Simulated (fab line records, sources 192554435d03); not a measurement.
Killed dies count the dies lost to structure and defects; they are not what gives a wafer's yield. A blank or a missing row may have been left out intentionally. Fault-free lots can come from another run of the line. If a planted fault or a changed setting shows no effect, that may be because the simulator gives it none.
A single fault, viewed from 2 desks | flow n5 finfet | every desk sees just its own numbers, and what lay behind them comes last

THE DEFECT DESK
What the inspections along the route counted, lot by lot: means of the sampled wafers that have a number. Any lot whose mean is over 4 standard deviations away from the usual mean is out of limits and marked OUT; that distance is given in the brackets.
Columns: A = raw defect count at N5_BEOL_M2_INSPECT_13, usual 404
lot  | first seen here | A
L474 | day 6 09:46     | 431
L475 | day 7 01:16     | 360
L481 | day 8 09:13     | 461
L483 | day 8 16:13     | 374
L484 | day 8 21:16     | 330
L488 | day 10 00:52    | 336
L492 | day 10 22:11    | 463
L493 | day 11 02:24    | 471
L497 | day 12 05:50    | 303
This desk's finding: nothing out of limits on any of the 9 lots.

AT THE METROLOGY DESK
Lot by lot, what the gauges showed, no matter which tool ran the lot: averages of those sampled wafers that carry a number. Any lot whose mean is over 4 standard deviations away from the usual mean is out of limits and marked OUT; that distance is given in the brackets. Shown are 7 of the 12 readings it has, namely the first that went out of limits plus those furthest out on some lot.
Columns: A = M2_ILD_THK at N5_BEOL_M2_THK_MEAS_01, usual 78.5 nm; B = M2_OVL at N5_BEOL_M2_OVL_MEAS_12, usual 0.1 nm; C = IOFF_N at N5_BEOL_M4_RC_MEAS_101, usual 0.18 nA/um; D = IOFF_P at N5_BEOL_M4_RC_MEAS_101, usual 0.23 nA/um; E = SS_N at N5_BEOL_M4_RC_MEAS_101, usual 71.7 mV/dec; F = SS_P at N5_BEOL_M4_RC_MEAS_101, usual 73.5 mV/dec; G = VT_N at N5_BEOL_M4_RC_MEAS_101, usual 249 mV
lot  | first seen here | A    | B              | C    | D    | E    | F    | G
L474 | day 6 09:09     | 78.4 | 0.6            | 0.16 | 0.22 | 71.7 | 73.9 | 250
L475 | day 7 00:25     | 77.6 | -0.3           | 0.17 | 0.21 | 71.4 | 73.2 | 249
L481 | day 8 05:11     | 77.7 | 1.0            | 0.15 | 0.20 | 70.6 | 72.9 | 249
L483 | day 8 14:40     | 78.8 | -0.8           | 0.19 | 0.28 | 72.1 | 73.8 | 246
L484 | day 8 20:35     | 78.9 | -0.5           | 0.17 | 0.18 | 72.0 | 73.5 | 250
L488 | day 10 00:01    | 78.7 | -0.9           | 0.23 | 0.28 | 72.4 | 73.9 | 243
L492 | day 10 19:49    | 79.9 | 7.4 (+10) OUT  | 0.17 | 0.22 | 71.9 | 73.5 | 250
L493 | day 11 01:49    | 79.6 | 7.0 (+9.5) OUT | 0.25 | 0.32 | 72.7 | 74.6 | 243
L497 | day 12 02:40    | 78.6 | 0.5            | 0.19 | 0.22 | 71.9 | 73.4 | 246
This desk finds L492, L493 out of limits, with the earliest case on L492 at day 10 22:08 (M2_OVL at N5_BEOL_M2_OVL_MEAS_12). Within limits: L474, L475, L481, L483, L484, L488, L497.

BROUGHT TOGETHER
L492, L493 would have let the metrology desk raise an alarm at day 10 22:08.
No out-of-limits result turned up at the defect desk.
The defect desk has L492, L493 on record, within its limits.
All the named lots went through N5_BEOL_M2_EXPOSE_08 on euv scanner-02.

WHAT THE SIMULATOR HAD INSERTED
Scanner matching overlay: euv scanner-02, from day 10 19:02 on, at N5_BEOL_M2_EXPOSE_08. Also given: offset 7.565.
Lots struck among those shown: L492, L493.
Hours from the fault's start to each desk's first reading out of limits: the metrology desk, 3.
